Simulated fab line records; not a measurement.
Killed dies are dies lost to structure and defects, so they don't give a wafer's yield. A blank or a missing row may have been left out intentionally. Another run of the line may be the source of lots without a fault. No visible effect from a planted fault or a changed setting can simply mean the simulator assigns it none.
Lot-split experiment | flow n5-finfet | route with 1938 steps; 7 lots, 21 wafers read

SPLIT DETAILS
At N5_BEOL_M2_COAT_62 (time 60 s, resist thk 12 nm), the setting spin-rpm was moved away from the recipe's 1500 rpm on 7 of the 21 wafers read, by -4.5% to +10.1%. This setting was run at the recipe's value on the other wafers.

FROM THE SPLIT TO THE READING: what the file shows between them, 4 steps
- N5_BEOL_M2_COAT_73: time 60 s, resist thk 5 nm
- N5_BEOL_M2_COAT_05: resist thk 30 nm
- N5_BEOL_M2_DESCUM_16: chemistry O2, time 7 s
- N5_BEOL_M2_ETCH_74: etches underlayer in N2/H2, target depth 6.5 nm, time 5.2 s

THE READING
etch.depth-nm (the simulator's own value, which no gauge read), in nm, at N5_BEOL_M2_ETCH_63 (etches SiARC in CF4, target depth 15.6 nm, time 26 s). No usual value for it is given in the file. Across the 14 wafers here that went through the recipe, the average is 12.00 nm and the standard deviation 0.029 nm.

wafer  | tool, chamber at the split | spin-rpm as run, rpm | against the recipe | etch.depth-nm, nm | against lot-mates on the recipe
L075.1 | litho-track-04, 0          | 1562                 | +4.1%              | 11.82             | -0.22
L075.4 | litho-track-04, 0          | 1562                 | +4.1%              | 11.8              | -0.24
L075.6 | litho-track-04, 0          | 1500                 | recipe             | 12.04             | -
L076.1 | litho-track-01, 0          | 1500                 | recipe             | 12.01             | -
L076.5 | litho-track-01, 0          | 1500                 | recipe             | 12.01             | -
L076.2 | litho-track-01, 0          | 1500                 | recipe             | 12.05             | -
L084.1 | litho-track-04, 0          | 1605                 | +7.0%              | 11.61             | -0.40
L084.6 | litho-track-04, 0          | 1605                 | +7.0%              | 11.61             | -0.40
L084.5 | litho-track-04, 0          | 1500                 | recipe             | 12.01             | -
L089.3 | litho-track-02, 0          | 1500                 | recipe             | 12.03             | -
L089.5 | litho-track-02, 0          | 1500                 | recipe             | 12                | -
L089.6 | litho-track-02, 0          | 1500                 | recipe             | 12.02             | -
L094.1 | litho-track-02, 0          | 1500                 | recipe             | 11.99             | -
L094.4 | litho-track-02, 0          | 1624                 | +8.3%              | 11.51             | -0.46
L094.6 | litho-track-02, 0          | 1500                 | recipe             | 11.95             | -
L095.4 | litho-track-02, 0          | 1500                 | recipe             | 11.96             | -
L095.6 | litho-track-02, 0          | 1500                 | recipe             | 11.96             | -
L095.5 | litho-track-02, 0          | 1433                 | -4.5%              | 12.23             | +0.27
L097.4 | litho-track-04, 0          | 1500                 | recipe             | 12.02             | -
L097.6 | litho-track-04, 0          | 1500                 | recipe             | 12.02             | -
L097.5 | litho-track-04, 0          | 1652                 | +10.1%             | 11.45             | -0.57

THE FIT
A straight line over all 21 wafers: etch.depth-nm changes by -0.0553 nm for each +1% of spin-rpm; r = -0.99; the points scatter about the line by 0.029 nm.
The same after taking each lot's own level away (the mean of its wafers on the recipe; 21 wafers): -0.0568 nm for each +1%; r = -1.00; scatter 0.012 nm.
On that fit, the largest move of spin-rpm shifts the reading by 0.58 nm.
The span of the lots' own levels, 11.960 to 12.040 nm, comes to 2.7 times the standard deviation stated above.
So the lot-to-lot level changes the slope little: the two slopes agree.
Check: with one of the wafers moved furthest among these (+10.1%) left out of the fit, the line predicts -0.575 nm for it against its lot-mates. It came out at -0.57 nm against them.

THE WHOLE CHAIN: every reading that the file lists as answering this split, in the file's order
step               | what it does                                         | reading                                                                          | change (the file's fit)                | r (the file's)
N5_BEOL_M2_COAT_62 | time 60 s, resist thk 12 nm                          | SiARC_of_BEOL_M2_COAT_62.thk-nm (the simulator's own value, which no gauge read) | -0.0541 nm for each +1% of the setting | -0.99
N5_BEOL_M2_ETCH_63 | etches SiARC in CF4, target depth 15.6 nm, time 26 s | etch.depth-nm (the simulator's own value, which no gauge read)                   | -0.0566 nm for each +1% of the setting | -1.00

THE FILE'S OWN FIT
etch.depth-nm changes by -0.0566 nm for each +1% of spin-rpm, r = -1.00.
